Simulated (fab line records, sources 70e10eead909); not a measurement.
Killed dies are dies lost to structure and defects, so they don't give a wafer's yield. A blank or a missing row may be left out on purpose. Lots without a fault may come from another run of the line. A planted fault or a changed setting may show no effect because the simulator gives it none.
Which tool did it? | flow nand_harc | 14 lots, 40 wafers sampled, at 3 steps of a route of 1159

WHAT THE GAUGES READ, wafer by wafer
NHARC_A_ONON_D1_THK_MEAS_30: measures by ellipsometry.
lot  | measured     | on            | thk_nm (nm)
L386 | day 8 09:44  | film_metro-02 | 1010 1009 1007
L387 | day 8 17:00  | film_metro-01 | 1015 1015 1015
L388 | day 8 17:00  | film_metro-02 | 1005 1005 1007
L389 | day 9 04:43  | film_metro-02 | 988 988 988
L393 | day 10 01:59 | film_metro-02 | 998 997 997
L392 | day 10 02:12 | film_metro-02 | 998 998 1000
L394 | day 10 11:14 | film_metro-02 | 1313 1313
L397 | day 11 08:11 | film_metro-01 | 999 1311 997 1000 1309 999
L402 | day 12 03:38 | film_metro-02 | 1005 1006 1006
L403 | day 12 21:07 | film_metro-02 | 1013 1016 1015
L405 | day 13 16:13 | film_metro-02 | 1010 1011 1009
L406 | day 13 15:51 | film_metro-02 | 987 989 990
L407 | day 13 16:04 | film_metro-02 | 1009 1009 1009
L408 | day 14 00:17 | film_metro-02 | 997 998 999

WHICH TOOL RAN EACH LOT (tool, then ch and the chambers of the sampled wafers, then the start)
lot  | NHARC_A_ZERO_WELL_ETCH_13        | NHARC_A_ONON_D1_DEP_28
L386 | rie_si-04 ch 1,2,3, day 7 00:53  | pecvd_onon-01 ch 0, day 8 09:14
L387 | rie_si-04 ch 0,1,3, day 7 03:38  | pecvd_onon-02 ch 0, day 8 16:29
L388 | rie_si-03 ch 0,1,3, day 7 04:55  | pecvd_onon-01 ch 0, day 8 16:33
L389 | rie_si-04 ch 0,2, day 7 13:15    | pecvd_onon-04 ch 0, day 9 04:12
L393 | rie_si-03 ch 2,3, day 8 10:52    | pecvd_onon-01 ch 0, day 10 01:28
L392 | rie_si-04 ch 0,1,3, day 8 11:36  | pecvd_onon-02 ch 0, day 10 01:45
L394 | rie_si-05 ch 3, day 9 00:47      | pecvd_onon-02 ch 0, day 10 10:47
L397 | rie_si-05 ch 0,1,3, day 9 23:28  | pecvd_onon-02 ch 0, day 11 07:40
L402 | rie_si-03 ch 0,2, day 10 16:13   | pecvd_onon-01 ch 0, day 12 03:07
L403 | rie_si-03 ch 1,2, day 11 05:50   | pecvd_onon-04 ch 0, day 12 20:40
L405 | rie_si-04 ch 0,1,3, day 12 04:12 | pecvd_onon-04 ch 0, day 13 15:49
L406 | rie_si-05 ch 1,2,3, day 12 05:13 | pecvd_onon-04 ch 0, day 13 15:20
L407 | rie_si-03 ch 0,2,3, day 12 05:38 | pecvd_onon-01 ch 0, day 13 15:37
L408 | rie_si-03 ch 1,3, day 12 13:38   | pecvd_onon-01 ch 0, day 13 23:46
- NHARC_A_ZERO_WELL_ETCH_13: etches the open film in HBr/Cl2, target depth 120 nm, time 40.1 s.
- NHARC_A_ONON_D1_DEP_28: target thk 1000 nm.

WHAT THE TOOLS THEMSELVES READ (means of the sampled wafers that have a number; where no wafer has one, the mark that the record gives instead)
NHARC_A_ZERO_WELL_ETCH_13.
lot  | tool      | bias_w (W) | drypump_motor_current_A (A) | hbr_flow_sccm (sccm) | he_backside_leak_sccm (sccm) | oes_product_au (a.u.) | throttle_valve_pct (%)
L386 | rie_si-04 | 99.91      | 5.8                         | 149.8                | 2.80                         | 1.002                 | 26.408
L387 | rie_si-04 | 100.05     | 5.5                         | 150.2                | 2.75                         | 1.002                 | 26.394
L388 | rie_si-03 | 100.07     | 5.8                         | 150.2                | 2.58                         | 0.999                 | 26.407
L389 | rie_si-04 | 99.98      | 6.0                         | 150.2                | 2.75                         | 0.998                 | 26.412
L393 | rie_si-03 | 99.65      | 5.4                         | 150.3                | 2.57                         | 1.002                 | 26.411
L392 | rie_si-04 | 99.61      | 5.5                         | 149.9                | 2.69                         | 1.014                 | 26.406
L394 | rie_si-05 | 100.00     | 5.4                         | 148.9                | 2.84                         | 1.004                 | 26.405
L397 | rie_si-05 | 100.13     | 5.6                         | 149.7                | 2.65                         | 1.004                 | 26.402
L402 | rie_si-03 | 100.00     | 5.5                         | 150.8                | 2.80                         | 1.005                 | 26.405
L403 | rie_si-03 | 100.26     | 5.4                         | 149.7                | 2.74                         | 1.003                 | 26.402
L405 | rie_si-04 | 100.05     | 5.5                         | 149.7                | 2.73                         | 1.009                 | 26.404
L406 | rie_si-05 | 100.22     | 5.5                         | 150.2                | 2.59                         | 1.005                 | 26.408
L407 | rie_si-03 | 99.98      | 5.5                         | 150.3                | 2.65                         | 1.001                 | 26.412
L408 | rie_si-03 | 100.07     | 5.9                         | 150.1                | 2.56                         | 1.004                 | 26.401

THE ANSWER, worked out from the rows above alone
Rule: what is usual is taken from the lots themselves. Put in order of their means at a reading, lots are off if they are a third of the lots or fewer, leave a main group of 4 or more, and stand apart from it by a gap of 3 or more times the standard deviation of the main group's means; of several such gaps the widest counts. A main group whose means are all the same, to the digits that the tables above print for the reading, isn't used. A lot without any number at a reading at which 4 lots or more have one is off too. The other lots that the step has rows for count as sound. The gauges are gone through in route order, then the tools' own readings, and for those a lot's mean is taken as printed above. The first step at which some lot is off is used, and at that step the reading that is off furthest; a lot without a number counts as furthest.
Off: L394, L397, at NHARC_A_ONON_D1_THK_MEAS_30 (thk_nm). The main group: mean 1003 nm, standard deviation 8.7.
A tool fits if, at a process step before that reading, it ran every lot that is off, and no sound lot after the first of them. The gauges at NHARC_A_ONON_D1_THK_MEAS_30 are tried like those tools. One fits: pecvd_onon-02 at NHARC_A_ONON_D1_DEP_28. Its last sound lot is L392 (day 10 01:45), its first lot that is off L394 (day 10 10:47): a fault that began between those two fits.

WHAT THE SIMULATOR HAD PUT IN
Process parameter drift: pecvd_onon-02, from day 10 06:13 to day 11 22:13, at NHARC_A_ONON_D1_DEP_28. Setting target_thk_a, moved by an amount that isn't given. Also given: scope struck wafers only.
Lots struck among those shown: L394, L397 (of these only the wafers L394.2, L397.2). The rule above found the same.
